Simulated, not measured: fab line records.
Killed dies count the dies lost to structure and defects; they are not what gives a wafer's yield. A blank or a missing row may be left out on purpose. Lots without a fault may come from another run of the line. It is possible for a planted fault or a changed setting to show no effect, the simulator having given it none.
The tool behind it: which one? || flow n5 finfet || 10 lots with 30 wafers sampled at 6 steps, on a route of 1938 steps

== WHAT EACH GAUGE READ, for each wafer ==
N5_BEOL_M4_THK_MEAS_01.
{"lot": "L290", "measured": "day 7 06:13", "on": "film metro-01", "M4_ILD_THK (nm)": "78.9 79.4 80.3"}
{"lot": "L291", "measured": "day 7 14:45", "on": "film metro-01", "M4_ILD_THK (nm)": "77.6 80.7 79.2"}
{"lot": "L293", "measured": "day 8 08:43", "on": "film metro-02", "M4_ILD_THK (nm)": "79.9 79.4 81.0"}
{"lot": "L294", "measured": "day 8 11:20", "on": "film metro-02", "M4_ILD_THK (nm)": "78.8 79.7 80.5"}
{"lot": "L302", "measured": "day 11 03:17", "on": "film metro-02", "M4_ILD_THK (nm)": "80.1 66.5 68.1"}
{"lot": "L304", "measured": "day 11 04:01", "on": "film metro-02", "M4_ILD_THK (nm)": "77.0 78.8 81.2"}
{"lot": "L306", "measured": "day 11 11:52", "on": "film metro-02", "M4_ILD_THK (nm)": "76.6 77.7 77.7"}
{"lot": "L307", "measured": "day 11 18:21", "on": "film metro-01", "M4_ILD_THK (nm)": "76.2 79.0 77.3"}
{"lot": "L311", "measured": "day 13 06:31", "on": "film metro-02", "M4_ILD_THK (nm)": "77.5 80.2 77.6"}
{"lot": "L313", "measured": "day 13 15:19", "on": "film metro-01", "M4_ILD_THK (nm)": "78.2 77.8 79.8"}

N5_BEOL_M4_RC_MEAS_101.
{"lot": "L290", "measured": "day 7 19:21", "on": "prober-02", "DIBL_N (mV/V)": "34.1 37.8 39.7", "DIBL_P (mV/V)": "36 37 40", "IOFF_N (nA/um)": "0.12 0.18 0.23", "IOFF_P (nA/um)": "0.20 0.22 0.27", "ION_N (uA/um)": "659 678 679", "ION_P (uA/um)": "459 466 459", "SS_N (mV/dec)": "70.6 72.3 72.7", "SS_P (mV/dec)": "72.8 73.5 74.2", "VT_N (mV)": "254 251 248", "VT_P (mV)": "-249 -250 -245"}
{"lot": "L291", "measured": "day 8 02:04", "on": "prober-02", "DIBL_N (mV/V)": "37.3 37.3 37.4", "DIBL_P (mV/V)": "38 40 38", "IOFF_N (nA/um)": "0.18 0.19 0.18", "IOFF_P (nA/um)": "0.23 0.27 0.22", "ION_N (uA/um)": "677 675 676", "ION_P (uA/um)": "459 465 460", "SS_N (mV/dec)": "72.0 72.5 72.6", "SS_P (mV/dec)": "73.5 74.2 73.8", "VT_N (mV)": "250 248 255", "VT_P (mV)": "-250 -248 -252"}
{"lot": "L293", "measured": "day 8 20:26", "on": "prober-01", "DIBL_N (mV/V)": "35.7 33.3 37.1", "DIBL_P (mV/V)": "36 34 38", "IOFF_N (nA/um)": "0.15 0.11 0.18", "IOFF_P (nA/um)": "0.19 0.17 0.24", "ION_N (uA/um)": "673 651 669", "ION_P (uA/um)": "458 455 461", "SS_N (mV/dec)": "71.9 70.6 71.6", "SS_P (mV/dec)": "72.4 71.8 73.8", "VT_N (mV)": "253 255 248", "VT_P (mV)": "-250 -253 -249"}
{"lot": "L294", "measured": "day 8 20:35", "on": "prober-02", "DIBL_N (mV/V)": "37.5 41.0 37.7", "DIBL_P (mV/V)": "38 43 38", "IOFF_N (nA/um)": "0.19 0.31 0.18", "IOFF_P (nA/um)": "0.24 0.37 0.25", "ION_N (uA/um)": "679 711 683", "ION_P (uA/um)": "463 480 469", "SS_N (mV/dec)": "71.3 72.8 72.1", "SS_P (mV/dec)": "73.4 75.0 73.4", "VT_N (mV)": "249 238 248", "VT_P (mV)": "-248 -242 -247"}
{"lot": "L302", "measured": "day 11 13:14", "on": "prober-02", "DIBL_N (mV/V)": "35.6 34.5 37.2", "DIBL_P (mV/V)": "35 34 38", "IOFF_N (nA/um)": "0.15 0.14 0.18", "IOFF_P (nA/um)": "0.17 0.17 0.22", "ION_N (uA/um)": "660 672 678", "ION_P (uA/um)": "448 453 450", "SS_N (mV/dec)": "71.4 71.0 71.9", "SS_P (mV/dec)": "73.2 72.5 73.9", "VT_N (mV)": "250 248 246", "VT_P (mV)": "-255 -255 -250"}
{"lot": "L304", "measured": "day 11 19:13", "on": "prober-02", "DIBL_N (mV/V)": "35.8 36.5 38.3", "DIBL_P (mV/V)": "36 37 38", "IOFF_N (nA/um)": "0.13 0.14 0.19", "IOFF_P (nA/um)": "0.21 0.21 0.27", "ION_N (uA/um)": "659 658 682", "ION_P (uA/um)": "465 455 471", "SS_N (mV/dec)": "71.9 71.5 72.0", "SS_P (mV/dec)": "73.3 73.3 74.3", "VT_N (mV)": "256 252 248", "VT_P (mV)": "-249 -250 -248"}
{"lot": "L306", "measured": "day 11 22:50", "on": "prober-02", "DIBL_N (mV/V)": "36.4 36.4 37.9", "DIBL_P (mV/V)": "37 37 40", "IOFF_N (nA/um)": "0.15 0.15 0.19", "IOFF_P (nA/um)": "0.19 0.20 0.24", "ION_N (uA/um)": "668 679 689", "ION_P (uA/um)": "458 466 471", "SS_N (mV/dec)": "71.9 72.0 72.1", "SS_P (mV/dec)": "73.5 73.8 74.0", "VT_N (mV)": "253 252 248", "VT_P (mV)": "-251 -252 -248"}
{"lot": "L307", "measured": "day 12 19:31", "on": "prober-01", "DIBL_N (mV/V)": "40.7 38.4 34.4", "DIBL_P (mV/V)": "41 37 34", "IOFF_N (nA/um)": "0.24 0.19 0.12", "IOFF_P (nA/um)": "0.26 0.20 0.16", "ION_N (uA/um)": "697 664 658", "ION_P (uA/um)": "471 453 449", "SS_N (mV/dec)": "72.1 72.4 71.9", "SS_P (mV/dec)": "74.2 73.8 72.4", "VT_N (mV)": "243 251 255", "VT_P (mV)": "-248 -255 -254"}
{"lot": "L311", "measured": "day 13 22:26", "on": "prober-01", "DIBL_N (mV/V)": "38.6 39.0 39.9", "DIBL_P (mV/V)": "42 39 41", "IOFF_N (nA/um)": "0.21 0.20 0.23", "IOFF_P (nA/um)": "0.29 0.23 0.26", "ION_N (uA/um)": "685 676 687", "ION_P (uA/um)": "475 455 466", "SS_N (mV/dec)": "72.0 71.8 72.2", "SS_P (mV/dec)": "74.4 74.7 74.6", "VT_N (mV)": "247 247 245", "VT_P (mV)": "-249 -251 -249"}
{"lot": "L313", "measured": "day 14 05:08", "on": "prober-02", "DIBL_N (mV/V)": "36.5 36.5 36.0", "DIBL_P (mV/V)": "37 39 37", "IOFF_N (nA/um)": "0.18 0.19 0.15", "IOFF_P (nA/um)": "0.22 0.27 0.20", "ION_N (uA/um)": "681 690 677", "ION_P (uA/um)": "462 476 461", "SS_N (mV/dec)": "72.6 72.7 72.3", "SS_P (mV/dec)": "73.0 74.0 73.7", "VT_N (mV)": "250 247 253", "VT_P (mV)": "-249 -247 -253"}

== TOOL THAT RAN EACH LOT (tool first, then ch and the chambers of the sampled wafers, then the start) ==
{"lot": "L290", "N5_BEOL_M3_ANNEAL_80": "pvd sputter-01, day 7 03:26", "N5_BEOL_M3_SPUTTER_81": "pvd sputter-01, day 7 03:35", "N5_BEOL_M3_ANNEAL_87": "pvd sputter-01, day 7 03:53", "N5_BEOL_M4_ILD_DEP_00": "pecvd-04 ch 1,2, day 7 06:08"}
{"lot": "L291", "N5_BEOL_M3_ANNEAL_80": "pvd sputter-03, day 7 11:29", "N5_BEOL_M3_SPUTTER_81": "pvd sputter-03, day 7 11:37", "N5_BEOL_M3_ANNEAL_87": "pvd sputter-03, day 7 11:55", "N5_BEOL_M4_ILD_DEP_00": "pecvd-02 ch 0,1, day 7 14:41"}
{"lot": "L293", "N5_BEOL_M3_ANNEAL_80": "pvd sputter-03, day 8 05:55", "N5_BEOL_M3_SPUTTER_81": "pvd sputter-03, day 8 06:03", "N5_BEOL_M3_ANNEAL_87": "pvd sputter-03, day 8 06:21", "N5_BEOL_M4_ILD_DEP_00": "pecvd-04 ch 0,1,2, day 8 08:40"}
{"lot": "L294", "N5_BEOL_M3_ANNEAL_80": "pvd sputter-01, day 8 08:28", "N5_BEOL_M3_SPUTTER_81": "pvd sputter-01, day 8 08:37", "N5_BEOL_M3_ANNEAL_87": "pvd sputter-01, day 8 08:58", "N5_BEOL_M4_ILD_DEP_00": "pecvd-04 ch 0,2, day 8 11:15"}
{"lot": "L302", "N5_BEOL_M3_ANNEAL_80": "pvd sputter-01, day 11 00:37", "N5_BEOL_M3_SPUTTER_81": "pvd sputter-01, day 11 00:45", "N5_BEOL_M3_ANNEAL_87": "pvd sputter-01, day 11 01:03", "N5_BEOL_M4_ILD_DEP_00": "pecvd-04 ch 0,2, day 11 03:13"}
{"lot": "L304", "N5_BEOL_M3_ANNEAL_80": "pvd sputter-03, day 11 01:22", "N5_BEOL_M3_SPUTTER_81": "pvd sputter-03, day 11 01:31", "N5_BEOL_M3_ANNEAL_87": "pvd sputter-03, day 11 01:49", "N5_BEOL_M4_ILD_DEP_00": "pecvd-02 ch 0,1, day 11 03:56"}
{"lot": "L306", "N5_BEOL_M3_ANNEAL_80": "pvd sputter-03, day 11 09:14", "N5_BEOL_M3_SPUTTER_81": "pvd sputter-03, day 11 09:22", "N5_BEOL_M3_ANNEAL_87": "pvd sputter-03, day 11 09:40", "N5_BEOL_M4_ILD_DEP_00": "pecvd-03 ch 0,1,2, day 11 11:48"}
{"lot": "L307", "N5_BEOL_M3_ANNEAL_80": "pvd sputter-01, day 11 15:43", "N5_BEOL_M3_SPUTTER_81": "pvd sputter-01, day 11 15:51", "N5_BEOL_M3_ANNEAL_87": "pvd sputter-01, day 11 16:09", "N5_BEOL_M4_ILD_DEP_00": "pecvd-03 ch 0,1, day 11 18:17"}
{"lot": "L311", "N5_BEOL_M3_ANNEAL_80": "pvd sputter-03, day 13 03:52", "N5_BEOL_M3_SPUTTER_81": "pvd sputter-03, day 13 04:00", "N5_BEOL_M3_ANNEAL_87": "pvd sputter-03, day 13 04:18", "N5_BEOL_M4_ILD_DEP_00": "pecvd-02 ch 0,1, day 13 06:26"}
{"lot": "L313", "N5_BEOL_M3_ANNEAL_80": "pvd sputter-02, day 13 12:41", "N5_BEOL_M3_SPUTTER_81": "pvd sputter-02, day 13 12:50", "N5_BEOL_M3_ANNEAL_87": "pvd sputter-02, day 13 13:08", "N5_BEOL_M4_ILD_DEP_00": "pecvd-03 ch 0,1,2, day 13 15:16"}
- N5_BEOL_M3_ANNEAL_80: time 240 s.
- N5_BEOL_M3_SPUTTER_81: material Cu, target thk 4.5 nm, time 8.29 s.
- N5_BEOL_M3_ANNEAL_87: time 240 s.
- N5_BEOL_M4_ILD_DEP_00: deposits SiOC from DEMS/O2, target thk 79 nm, time 15.3 s.

== WHAT THE TOOLS THEMSELVES READ (means of the sampled wafers that have a number; where no wafer has one, the mark that the record gives instead) ==
N5_BEOL_M3_ANNEAL_80.
{"lot": "L290", "tool": "pvd sputter-01", "heater power w (W)": 833}
{"lot": "L291", "tool": "pvd sputter-03", "heater power w (W)": 776}
{"lot": "L293", "tool": "pvd sputter-03", "heater power w (W)": 766}
{"lot": "L294", "tool": "pvd sputter-01", "heater power w (W)": 809}
{"lot": "L302", "tool": "pvd sputter-01", "heater power w (W)": 815}
{"lot": "L304", "tool": "pvd sputter-03", "heater power w (W)": 830}
{"lot": "L306", "tool": "pvd sputter-03", "heater power w (W)": 763}
{"lot": "L307", "tool": "pvd sputter-01", "heater power w (W)": 878}
{"lot": "L311", "tool": "pvd sputter-03", "heater power w (W)": 823}
{"lot": "L313", "tool": "pvd sputter-02", "heater power w (W)": 738}

N5_BEOL_M3_SPUTTER_81.
{"lot": "L290", "tool": "pvd sputter-01", "throttle valve pct (%)": 30.3}
{"lot": "L291", "tool": "pvd sputter-03", "throttle valve pct (%)": 28.6}
{"lot": "L293", "tool": "pvd sputter-03", "throttle valve pct (%)": 30.4}
{"lot": "L294", "tool": "pvd sputter-01", "throttle valve pct (%)": 29.9}
{"lot": "L302", "tool": "pvd sputter-01", "throttle valve pct (%)": 30.3}
{"lot": "L304", "tool": "pvd sputter-03", "throttle valve pct (%)": 28.9}
{"lot": "L306", "tool": "pvd sputter-03", "throttle valve pct (%)": 28.4}
{"lot": "L307", "tool": "pvd sputter-01", "throttle valve pct (%)": 30.6}
{"lot": "L311", "tool": "pvd sputter-03", "throttle valve pct (%)": 29.9}
{"lot": "L313", "tool": "pvd sputter-02", "throttle valve pct (%)": 30.9}

N5_BEOL_M3_ANNEAL_87.
{"lot": "L290", "tool": "pvd sputter-01", "heater power w (W)": 822}
{"lot": "L291", "tool": "pvd sputter-03", "heater power w (W)": 784}
{"lot": "L293", "tool": "pvd sputter-03", "heater power w (W)": 779}
{"lot": "L294", "tool": "pvd sputter-01", "heater power w (W)": 798}
{"lot": "L302", "tool": "pvd sputter-01", "heater power w (W)": 823}
{"lot": "L304", "tool": "pvd sputter-03", "heater power w (W)": 814}
{"lot": "L306", "tool": "pvd sputter-03", "heater power w (W)": 775}
{"lot": "L307", "tool": "pvd sputter-01", "heater power w (W)": 877}
{"lot": "L311", "tool": "pvd sputter-03", "heater power w (W)": 827}
{"lot": "L313", "tool": "pvd sputter-02", "heater power w (W)": 726}

N5_BEOL_M4_ILD_DEP_00.
{"lot": "L290", "tool": "pecvd-04", "heater power w (W)": 403, "showerhead plenum p Torr (Torr)": 5.683, "showerhead vpp V (V)": 1397, "throttle valve pct (%)": 12.3}
{"lot": "L291", "tool": "pecvd-02", "heater power w (W)": 506, "showerhead plenum p Torr (Torr)": 5.674, "showerhead vpp V (V)": 1325, "throttle valve pct (%)": 12.7}
{"lot": "L293", "tool": "pecvd-04", "heater power w (W)": 400, "showerhead plenum p Torr (Torr)": 5.688, "showerhead vpp V (V)": 1397, "throttle valve pct (%)": 12.5}
{"lot": "L294", "tool": "pecvd-04", "heater power w (W)": 398, "showerhead plenum p Torr (Torr)": 5.676, "showerhead vpp V (V)": 1407, "throttle valve pct (%)": 12.9}
{"lot": "L302", "tool": "pecvd-04", "heater power w (W)": 423, "showerhead plenum p Torr (Torr)": 5.674, "showerhead vpp V (V)": 1420, "throttle valve pct (%)": 12.3}
{"lot": "L304", "tool": "pecvd-02", "heater power w (W)": 508, "showerhead plenum p Torr (Torr)": 5.676, "showerhead vpp V (V)": 1347, "throttle valve pct (%)": 12.7}
{"lot": "L306", "tool": "pecvd-03", "heater power w (W)": 550, "showerhead plenum p Torr (Torr)": 5.697, "showerhead vpp V (V)": 1355, "throttle valve pct (%)": 12.1}
{"lot": "L307", "tool": "pecvd-03", "heater power w (W)": 597, "showerhead plenum p Torr (Torr)": 5.707, "showerhead vpp V (V)": 1376, "throttle valve pct (%)": 12.3}
{"lot": "L311", "tool": "pecvd-02", "heater power w (W)": 512, "showerhead plenum p Torr (Torr)": 5.687, "showerhead vpp V (V)": 1343, "throttle valve pct (%)": 12.8}
{"lot": "L313", "tool": "pecvd-03", "heater power w (W)": 545, "showerhead plenum p Torr (Torr)": 5.698, "showerhead vpp V (V)": 1358, "throttle valve pct (%)": 12.1}

== THE ANSWER, worked out from the rows above alone ==
Rule: the usual values come from the lots themselves. The widest of any qualifying gaps counts: lots, ordered by their means at a reading, are off when they make up no more than a third of the lots, leave a main group of 4 or more, and stand apart from it by 3 or more times the standard deviation of that group's means. The tables above print the reading to a certain number of digits; a main group whose means all agree to those digits is not used. A lot without any number at a reading at which 4 lots or more have one is off too. Any other lot the step has rows for is counted as sound. After the gauges, taken in route order, come the tools' own readings; for these a lot's mean is taken, as printed above. At the first step where some lot is off, the reading lying furthest off is the one used; lots without a number count as furthest.
Off: at N5_BEOL_M4_THK_MEAS_01 (M4_ILD_THK), L302. Mean 78.8 nm and standard deviation 0.89 in the main group.
If a tool, at a process step before that reading, ran all the lots that are off and no sound lot after the first of them, it fits. Gauges at N5_BEOL_M4_THK_MEAS_01: tried the same way as those tools. One candidate fits, namely pecvd-04 at N5_BEOL_M4_ILD_DEP_00. Its last sound lot is L294 (day 8 11:15), its first lot that is off L302 (day 11 03:13): a fault that began between those two fits.

== WHAT THE SIMULATOR PUT IN ==
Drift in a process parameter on pecvd-04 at N5_BEOL_M4_ILD_DEP_00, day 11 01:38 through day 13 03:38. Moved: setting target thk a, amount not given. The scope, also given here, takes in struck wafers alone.
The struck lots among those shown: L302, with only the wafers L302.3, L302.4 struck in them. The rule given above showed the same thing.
